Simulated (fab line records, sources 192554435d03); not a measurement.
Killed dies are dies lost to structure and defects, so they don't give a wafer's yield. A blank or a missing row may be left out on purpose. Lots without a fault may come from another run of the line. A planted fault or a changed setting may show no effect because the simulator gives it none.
Chamber matching | flow n5_finfet | N5_BEOL_M9_STRIP_36 on rie_diel-06: 4 sister chambers
The step strips in N2/H2. 4 wafers are shown with their chamber, then 7 later ones without.

WAFERS WITH THEIR CHAMBER
wafer  | chamber | drypump_motor_current_A (A)
L078.2 | 3       | 5.07
L090.1 | 0       | 5.48
L094.1 | 2       | 5.96
L094.2 | 1       | 5.99

WAFERS WITHOUT THEIR CHAMBER
wafer  | drypump_motor_current_A (A)
L094.4 | 5.09
L096.1 | 5.08
L096.2 | 5.46
L096.3 | 6.00
L097.2 | 5.96
L097.4 | 5.06
L097.6 | 5.48

WHICH CHAMBER EACH WENT THROUGH
wafer  | from the rows above | in truth
L094.4 | 3                   | 3
L096.1 | 3                   | 3
L096.2 | 0                   | 0
L096.3 | 1                   | 1
L097.2 | 2                   | 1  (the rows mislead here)
L097.4 | 3                   | 3
L097.6 | 0                   | 0
Placed correctly: 6 of 7. Can't be placed from these rows: 0. Placed wrongly: 1.
How it was worked out, from the rows above alone: a wafer's distance from a chamber is the root of the sum, over the readings, of the square of ((its reading less the chamber's mean) divided by the reading's scatter). The wafer belongs to the nearest chamber; if the next one is less than 2 further off, it can't be placed. A chamber's mean is the mean of its shown wafers. The scatter: with one shown wafer a chamber, the root of the mean of the squares of how far each hidden wafer lies from its nearest shown one.
